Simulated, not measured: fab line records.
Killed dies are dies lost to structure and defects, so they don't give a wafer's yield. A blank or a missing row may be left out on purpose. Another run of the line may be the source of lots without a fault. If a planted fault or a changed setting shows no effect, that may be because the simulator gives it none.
Matching of chambers -- flow n5_finfet -- 4 sister chambers for N5_HKMG_FIN_ALD_36 on ald_metal-03
The step deposits TiN, target thk 1 nm, pulse time 1 s, purge time 3 s. 4 wafers are shown with their chamber, then 7 later ones without.

== WAFERS WITH THEIR CHAMBER ==
wafer,chamber,heater_power_w (W)
L885.1,0,786
L885.2,3,825
L885.6,1,877
L887.6,2,853

== WAFERS WHOSE CHAMBER IS MISSING ==
wafer,heater_power_w (W)
L891.4,820
L900.1,824
L900.2,848
L900.5,784
L901.3,788
L901.4,818
L901.5,767

== WHICH CHAMBER EACH WENT THROUGH ==
wafer,from the rows above,in truth
L891.4,3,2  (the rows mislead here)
L900.1,3,3
L900.2,2,2
L900.5,0,0
L901.3,0,0
L901.4,3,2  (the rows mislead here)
L901.5,0,0
5 of 7 placed correctly. Not placeable from these rows: 0. Wrongly placed: 2.
How it was worked out, from the rows above alone: a wafer's distance from a chamber is the root of the sum, over the readings, of the square of ((its reading less the chamber's mean) divided by the reading's scatter). If the next closest chamber is less than 2 further off than the closest, the wafer can't be placed; otherwise it belongs to the closest. A chamber's mean is the mean of its shown wafers. The scatter: with one shown wafer a chamber, the root of the mean of the squares of how far each hidden wafer lies from its nearest shown one.
